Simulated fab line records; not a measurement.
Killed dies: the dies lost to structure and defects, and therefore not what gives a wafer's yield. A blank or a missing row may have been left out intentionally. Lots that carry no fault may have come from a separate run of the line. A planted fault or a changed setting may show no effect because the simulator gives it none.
Struck lot and sound lot, side by side	flow n5Finfet	41 out of 1938 route steps
Sound: the wafers L783.3, L783.4, L783.6. Struck: wafer L792.2 (left out: L792.6, a lot-mate that was not struck); the cause follows at the end.
Per side, at each step with rows, come the tool, then ch with its chambers, and then its first start. Under that, the readings that differ: sound wafers	struck wafers	difference of the means	sigmas: that difference in standard deviations of wafers without a fault.
alike: readings whose means differ by less than 2 such deviations, and words and numbers that are the same on both sides. not compared: withheld readings, readings that some wafer has no value for, bounds like >300 that may hide the same value, and numbers for which the record gives no deviation and whose values overlap.
A row with sigmas, a row that says differs or no value, or rows on one side alone: a step with any of these is where the two part. Non-overlapping numbers with no deviation appear without sigmas and do not part them. Lack of a reading on every wafer of one side parts them only where that side has two or more wafers.

first, 10 steps without rows for these wafers: N5_HKMG_FIN_CMP_23 (polishes, stops on SiNx, t overpolish 10 s, target thk 46.326 nm); N5_HKMG_FIN_CMP_94 (polishes, stops on SiNx, t overpolish 4.7 s, target thk 43.299 nm); N5_GATE_CUT_ETCHBACK_00 (etches W in SF6/Cl2); N5_GATE_CUT_ETCH_56 (etches TiN in Cl2/Ar, target depth 21.6 nm); N5_GATE_CUT_ETCHBACK_30 (etches TiN in Cl2/Ar, target depth 3 nm); N5_GATE_CUT_VAPOR_ETCH_60 (etches HfO2 in BCl3/Cl2); N5_GATE_CUT_ETCH_58 (etches SiNx in CH3F/O2, target depth 17 nm, time 128.6 s); N5_GATE_CUT_STRIP_59 (strips in N2/H2, time 20 s); N5_GATE_CUT_PRECLEAN_31 (cleans in DIW, time 300 s); N5_GATE_CUT_SRD_32 (time 30 s).
N5_GATE_CUT_SAC_CAP_01: material SiNx, target thk 24 nm, pulse time 1 s, ald cycles 480.
  sound on aldSin-01 ch 1,3, day 5 16:30; struck on aldSin-01 ch 2, day 7 22:27
reading	sound	struck	difference	sigmas
aldCycles	480 480 480	742	+262	
susceptorTempC (C)	399.66 399.85 400.09	400.58	+0.71	+4
model.SiNx_of_GATE_CUT_SAC_CAP_01.thkNm (nm)	24.2 23.8 23.8	37.2	+13.3	
  alike: heaterPowerW, precursorPulseHeightRel
then, 21 steps without rows for these wafers: N5_GATE_CUT_PECVD_57 (deposits SiNx from SiH4/NH3/N2, target thk 21 nm); N5_GATE_CUT_CMP_02 (polishes, stops on SiO2, t overpolish 12.7 s, target thk 0 nm); N5_GATE_CUT_HM_DEP_46 (deposits SiO2 from TEOS/O2, target thk 130 nm, time 26.6 s); N5_GATE_CUT_COAT_34 (time 60 s, resist thk 60 nm); N5_GATE_CUT_COAT_35 (time 60 s, resist thk 10 nm); N5_GATE_CUT_COAT_27 (time 60 s, resist thk 10 nm); N5_GATE_CUT_COAT_07 (resist thk 30 nm); N5_GATE_CUT_EBR_09; N5_GATE_CUT_SOFTBAKE_08 (time 60 s); N5_GATE_CUT_EXPOSE_10 (exposes mask GATE CUT, target cd 20 nm); N5_GATE_CUT_PEB_11 (peb time 60 s); N5_GATE_CUT_DEVELOP_12 (develop time 30 s); N5_GATE_CUT_DESCUM_18 (chemistry O2, time 7 s); N5_GATE_CUT_ETCH_28 (etches underlayer in N2/H2, target depth 13 nm, time 10.4 s); N5_GATE_CUT_ETCH_36 (etches SiARC in CF4, target depth 13 nm, time 21.7 s); N5_GATE_CUT_ETCH_37 (etches SOC in N2/H2, target depth 60 nm, overetch 12 nm, time 90 s); N5_GATE_CUT_STRIP_38 (strips in N2/H2); N5_GATE_CUT_STRIP_39 (strips in N2/H2); N5_GATE_CUT_HM_OPEN_40 (chemistry C4F6/O2, target SiO2, target depth 139 nm, time 85.1 s); N5_GATE_CUT_STRIP_41 (strips in CF4); N5_GATE_CUT_STRIP_42 (strips in O2).
N5_GATE_CUT_ETCH_19: etches SiNx in CH3F/O2, target depth 53.7 nm, time 76.7 s.
  sound on rieDiel-01 ch 0,1,2, day 5 20:01; struck on rieDiel-04 ch 0, day 8 02:07
reading	sound	struck	difference	sigmas
etchRfOnTimeS (s)	75.6 77.9 74.2	62.0	-13.9	-9
rfVppV (V)	302 312 297	284	-20	-2
  alike: CH3F_flow_sccm, drypumpMotorCurrentA, oesProductAu, showerheadPlenumPTorr, throttleValvePct
  not compared: rfHoursCounterH
then, 3 steps without rows for these wafers: N5_GATE_CUT_CUT_ETCH_53 (etches W in SF6/Cl2, target depth 79.2 nm); N5_GATE_CUT_CUT_ETCH_54 (etches TiN in Cl2/BCl3, target depth 96.7 nm); N5_GATE_CUT_CUT_ETCH_55 (etches HfO2 in BCl3, target depth 3.2 nm).
N5_MOL_CONTACT_COAG_CMP_28: polishes, stops on SiNx, t overpolish 0.85 s, target thk 14.522 nm.
  sound on cmp-03 ch 0,1,2, day 6 08:55; struck on cmp-03 ch 0, day 8 17:22
reading	sound	struck	difference	sigmas
model.SiNx_of_GATE_CUT_SAC_CAP_01.thkNm (nm)	18 17.8 17.8	27.8	+9.9	
  alike: motorCurrentA, timeToEndpointS
N5_MOL_CONTACT_COAG_THK_MEAS_29:
  sound on filmMetro-01 at day 6 09:13; struck on filmMetro-02 at day 8 17:37
reading	sound	struck	difference	sigmas
MD_CAP_THK (nm)	18.04 17.78 17.72	27.79	+9.94	+90
N5_MOL_CONTACT_COAG_ETCH_47: etches SiNx in CH3F/O2, stops on W, target depth 27 nm.
  sound on rieDiel-05 ch 1,2, day 6 11:08; struck on rieDiel-05 ch 3, day 8 19:33
reading	sound	struck	difference	sigmas
etchRfOnTimeS (s)	32.5 31.5 31.5	48.4	+16.6	+24
model.etch.tClearS (s)	27.11 26.22 26.23	40.36	+13.84	
model.MOL_CONTACT_COAG.featureDepthNm (nm)	18.6 18.4 18.4	28.8	+10.3	
model.etch.depthNm (nm)	18.02 17.8 17.74	27.77	+9.92	
  alike: CH3F_flow_sccm, drypumpMotorCurrentA, oesProductAu, rfVppV, showerheadPlenumPTorr, throttleValvePct
  not compared: rfHoursCounterH
-- the record jumps here: 3 days lie between the struck wafers' starts before and after (it left off in module MOL_CONTACT_COAG and takes up again in module BEOL_M4, whose first step shown is number 1111 of the route) --
N5_BEOL_M4_RC_MEAS_101:
  sound on prober-02 ch 0, day 9 14:00; struck on prober-02 ch 0, day 12 01:32
reading	sound	struck	difference	sigmas
DIBL_P (mV/V)	29 34 34	40	+8	+3
IOFF_P (nA/um)	0.10 0.15 0.14	0.25	+0.12	+2
ION_N (uA/um)	628 657 645	684	+41	+3
ION_P (uA/um)	434 442 438	468	+30	+3
SS_P (mV/dec)	71.1 72.9 72.4	74.4	+2.3	+3
VT_N (mV)	261 255 255	246	-11	-3
VT_P (mV)	-260 -257 -259	-250	+9	+2
  alike: DIBL_N, IOFF_N, SS_N
-- record jumps: 5 days separate the struck wafers' starts on either side; left off in module BEOL_M4, taken up again in module PASSIVATION, whose first shown step is the route's number 1936 --
N5_PASSIVATION_PROBE_49:
  only the struck wafers here have rows in the record (prober-01, day 16 15:28); the sound ones have none

== WHERE THEY PART ==
Last at N5_PASSIVATION_PROBE_49 as far as this record goes, first at N5_GATE_CUT_SAC_CAP_01.

WHY: the cause the simulator had injected
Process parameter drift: aldSin-01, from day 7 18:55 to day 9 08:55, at N5_GATE_CUT_SAC_CAP_01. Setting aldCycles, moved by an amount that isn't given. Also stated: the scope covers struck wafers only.
